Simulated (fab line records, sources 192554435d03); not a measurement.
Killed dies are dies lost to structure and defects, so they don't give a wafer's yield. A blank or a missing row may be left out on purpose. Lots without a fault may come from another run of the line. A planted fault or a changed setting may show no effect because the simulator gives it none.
Chamber matching | flow n5_finfet | N5_PMOS_HMC_CHANNEL_EPI_CMP_21 on cmp-01: 4 sister chambers
The step polishes SiGe30, target thk 54 nm. 4 wafers are shown with their chamber, then 12 later ones without.

WAFERS WITH THEIR CHAMBER
wafer  | chamber | motor_current_A (A)
L081.5 | 1       | 13.0
L086.6 | 2       | 11.9
L088.3 | 3       | 11.1
L088.6 | 0       | 11.7

WAFERS WITHOUT THEIR CHAMBER
wafer  | motor_current_A (A)
L091.2 | 12.5
L091.4 | 11.9
L091.6 | 12.2
L093.1 | 13.8
L093.2 | 12.3
L093.5 | 10.9
L096.1 | 13.7
L096.4 | 12.1
L096.5 | 12.9
L097.3 | 13.5
L097.4 | 10.9
L097.5 | 10.6

WHICH CHAMBER EACH WENT THROUGH
wafer  | from the rows above               | in truth
L091.2 | can't be placed: 1 or 2 or 0      | 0
L091.4 | can't be placed: 2 or 0 or 3      | 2
L091.6 | can't be placed: 2 or 0 or 1 or 3 | 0
L093.1 | 1                                 | 1
L093.2 | can't be placed: 2 or 0 or 1 or 3 | 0
L093.5 | can't be placed: 3 or 0 or 2      | 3
L096.1 | 1                                 | 1
L096.4 | can't be placed: 2 or 0 or 1 or 3 | 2
L096.5 | 1                                 | 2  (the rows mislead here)
L097.3 | 1                                 | 1
L097.4 | can't be placed: 3 or 0 or 2      | 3
L097.5 | can't be placed: 3 or 0 or 2      | 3
Placed correctly: 3 of 12. Can't be placed from these rows: 8 (the true chamber is among the candidates in 8). Placed wrongly: 1.
How it was worked out, from the rows above alone: a wafer's distance from a chamber is the root of the sum, over the readings, of the square of ((its reading less the chamber's mean) divided by the reading's scatter). The wafer belongs to the nearest chamber; if the next one is less than 2 further off, it can't be placed. A chamber's mean is the mean of its shown wafers. The scatter: with one shown wafer a chamber, the root of the mean of the squares of how far each hidden wafer lies from its nearest shown one.
